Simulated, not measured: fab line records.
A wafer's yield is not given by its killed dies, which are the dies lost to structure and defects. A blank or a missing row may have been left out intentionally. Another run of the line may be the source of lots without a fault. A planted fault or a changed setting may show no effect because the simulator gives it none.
Chamber matching | flow nandHarc | 3 sister chambers for NHARC_P_M1_PRE_CLEAN_32 on pecvd-02
The step time 12 s. 16 wafers are shown with their chamber, then 8 later ones without.

EACH WAFER AND ITS CHAMBER
wafer  | chamber | heaterPowerW (W)
L075.1 | 2       | 656
L075.4 | 2       | 653
L075.5 | 1       | 633
L076.1 | 1       | 632
L076.3 | 0       | 532
L076.5 | 0       | 523
L078.4 | 2       | 590
L078.5 | 1       | 601
L078.6 | 0       | 556
L085.2 | 0       | 585
L085.3 | 1       | 535
L085.5 | 0       | 595
L085.1 | 2       | 647
L085.4 | 1       | 535
L085.6 | 2       | 625
L089.2 | 2       | 699

SIGNATURES, as means of the wafers listed above
reading      | chamber 0 | chamber 1 | chamber 2 | scatter within a chamber
heaterPowerW | 558.20    | 587.20    | 645.00    | 39.5
Rule: a wafer's distance from a chamber is the root of the sum, over the readings, of the square of ((its reading less the chamber's mean) divided by the reading's scatter). The wafer belongs to the nearest chamber; if the next one is less than 2 further off, it can't be placed. The scatter is the square root of a quotient: the sum, over the shown wafers, of each reading's squared deviation from its chamber's mean, divided by wafers minus chambers.

WAFERS MISSING THEIR CHAMBER
wafer  | heaterPowerW (W)
L089.4 | 598
L089.5 | 615
L097.1 | 601
L097.2 | 593
L097.3 | 627
L097.4 | 605
L097.5 | 590
L097.6 | 638

EACH ONE'S CHAMBER
wafer  | from the rows above          | in truth
L089.4 | can't be placed: 1 or 0 or 2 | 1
L089.5 | can't be placed: 1 or 2 or 0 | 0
L097.1 | can't be placed: 1 or 0 or 2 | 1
L097.2 | can't be placed: 1 or 0 or 2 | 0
L097.3 | can't be placed: 2 or 1 or 0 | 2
L097.4 | can't be placed: 1 or 2 or 0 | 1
L097.5 | can't be placed: 1 or 0 or 2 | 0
L097.6 | can't be placed: 2 or 1 or 0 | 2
0 of 8 placed correctly. These rows do not allow placing 8 (true chamber among the candidates in 8). Number placed wrongly: 0.
